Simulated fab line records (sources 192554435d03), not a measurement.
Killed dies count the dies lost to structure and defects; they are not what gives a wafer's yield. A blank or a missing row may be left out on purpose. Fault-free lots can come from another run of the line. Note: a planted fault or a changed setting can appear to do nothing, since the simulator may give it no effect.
Comparing a struck lot with a sound one	flow n5-finfet	24 steps out of a route of 1938
Sound: the wafers L937.1, L937.2, L937.4. Wafers L945.2, L945.5, L945.6 were the ones struck. The cause comes at the end.
For every step that has rows: the tool of each side, followed by ch and its chambers, followed by its first start. Under that, the readings that differ: sound wafers	struck wafers	difference of the means	sigmas: that difference in standard deviations of wafers without a fault.
alike: same words and numbers on both sides, and readings whose means sit less than 2 such deviations apart. not compared: any withheld reading, any reading some wafer has no value for, any bound like >300 that may hide the same value, and any number with overlapping values for which the record gives no deviation.
Wherever a step has rows on one side only, a row that says differs or no value, or a row with sigmas, the two part there. Numbers that have no deviation but don't overlap get no sigmas and don't part them. A reading missing from all wafers of one side parts the sides only when that side holds two or more wafers.

first, 9 steps without rows for these wafers: N5_MOL_CONTACT_COAG_CMP_23 (polishes, stops on SiO2, t overpolish 1.5 s, target thk 0 nm); N5_MOL_CONTACT_COAG_WET_ETCH_26 (target Co, target depth 13 nm); N5_MOL_CONTACT_COAG_WET_ETCH_116 (etches the open film in SC1-inhibited, target depth 4.6 nm, rinse time 30 s); N5_MOL_CONTACT_COAG_ALD_27 (deposits SiOC, target thk 17 nm, pulse time 1.5 s, time 2720 s); N5_MOL_CONTACT_COAG_CMP_28 (polishes, stops on SiNx, t overpolish 0.85 s, target thk 14.522 nm); N5_MOL_CONTACT_COAG_ALD_123 (deposits SiNx, target thk 5 nm, pulse time 1 s, purge time 2 s); N5_MOL_CONTACT_COAG_PECVD_31 (deposits SiO2 from TEOS/O2, target thk 46 nm, time 8.9 s); N5_MOL_CONTACT_COAG_COAT_75 (time 60 s, resist thk 60 nm); N5_MOL_CONTACT_COAG_COAT_76 (time 60 s, resist thk 10 nm).
N5_MOL_CONTACT_COAG_COAT_77: time 60 s, resist thk 10 nm.
  sound on litho-track-02 ch 0, day 5 18:15; struck on litho-track-02 ch 0, day 7 05:47
reading	sound	struck	difference	sigmas
spin-speed-rpm (rpm)	1500.7 1501.0 1499.0	1388.9 1389.9 1389.1	-110.9	-99 or more
model.underlayer_of_MOL_CONTACT_COAG_COAT_77.thk-nm (nm)	10 10 10	10.4 10.4 10.4	+0.4	
then, 7 steps without rows for these wafers: N5_MOL_CONTACT_COAG_COAT_78 (resist thk 40 nm); N5_MOL_CONTACT_COAG_EBR_80; N5_MOL_CONTACT_COAG_SOFTBAKE_79 (time 60 s); N5_MOL_CONTACT_COAG_EXPOSE_81 (exposes mask VG, defocus 0 nm); N5_MOL_CONTACT_COAG_PEB_82 (peb time 60 s); N5_MOL_CONTACT_COAG_DEVELOP_83 (develop time 30 s); N5_MOL_CONTACT_COAG_DESCUM_88 (chemistry O2, time 7 s).
N5_MOL_CONTACT_COAG_ETCH_89: etches underlayer in N2/H2, target depth 13 nm, time 10.4 s.
  sound on rie-diel-03 ch 1,2,3, day 5 18:49; struck on rie-diel-01 ch 0,1,2, day 7 06:13
reading	sound	struck	difference	sigmas
etch-rf-on-time-s (s)	10.47 10.59 10.62	11.09 11.28 10.82	+0.50	+3
model.CAR-EUV_of_MOL_CONTACT_COAG_COAT_78.thk-nm (nm)	24.6 24.6 24.6	24.2 24 24	-0.5	
model.etch.depth-nm (nm)	9.997 9.981 9.982	10.39 10.39 10.4	+0.41	
  alike: drypump-motor-current-A, n2-flow-sccm, oes-product-au, rf-vpp-V, showerhead-plenum-p-Torr, throttle-valve-pct
  not compared: rf-hours-counter-h
then, 2 steps without rows for these wafers: N5_MOL_CONTACT_COAG_ETCH_90 (etches SiARC in CF4, target depth 13 nm, time 21.7 s); N5_MOL_CONTACT_COAG_ALD_131 (deposits SiO2, target thk 5 nm, pulse time 1 s, co reactant pulse time 1 s).
N5_MOL_CONTACT_COAG_ETCHBACK_132: etches SiO2 in CHF3, target depth 10 nm, time 6.7 s.
  sound on rie-diel-01 ch 0,1,3, day 5 19:05; struck on rie-diel-06 ch 0,2,3, day 7 06:35
reading	sound	struck	difference	sigmas
model.CAR-EUV_of_MOL_CONTACT_COAG_COAT_78.thk-nm (nm)	15.4 15.6 15.4	15.2 14.8 15	-0.5	
  alike: CHF3_flow_sccm, drypump-motor-current-A, oes_f_703_au, oes-product-au, rf-vpp-V, showerhead-plenum-p-Torr, throttle-valve-pct
  not compared: rf-hours-counter-h
then, 1 step without rows for these wafers: N5_MOL_CONTACT_COAG_ETCH_91 (etches SOC in N2/H2, target depth 60 nm, overetch 21 nm, time 101.2 s).
-- here the record skips 4 days between the struck wafers' starts before and after, leaving off in module MOL_CONTACT_COAG and picking up in module BEOL_M4 (first step shown: number 1111 of the route) --
N5_BEOL_M4_RC_MEAS_101:
  sound on prober-02 ch 0, day 8 20:29; struck on prober-01 ch 0, day 11 16:45
  alike: DIBL_N, DIBL_P, IOFF_N, IOFF_P, ION_N, ION_P, SS_N, SS_P, VT_N, VT_P
-- the record jumps here: 4 days lie between the struck wafers' starts before and after (it left off in module BEOL_M4 and takes up again in module PASSIVATION, whose first step shown is number 1936 of the route) --
N5_PASSIVATION_PROBE_49:
  only the struck wafers here have rows in the record (prober-01, day 15 21:19); the sound ones have none

## WHERE THEY PART
Earliest at N5_MOL_CONTACT_COAG_COAT_77; latest, in this record, at N5_PASSIVATION_PROBE_49.

WHY: whatever the simulator had introduced
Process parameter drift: litho-track-02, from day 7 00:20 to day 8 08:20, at N5_MOL_CONTACT_COAG_COAT_77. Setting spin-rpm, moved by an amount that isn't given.
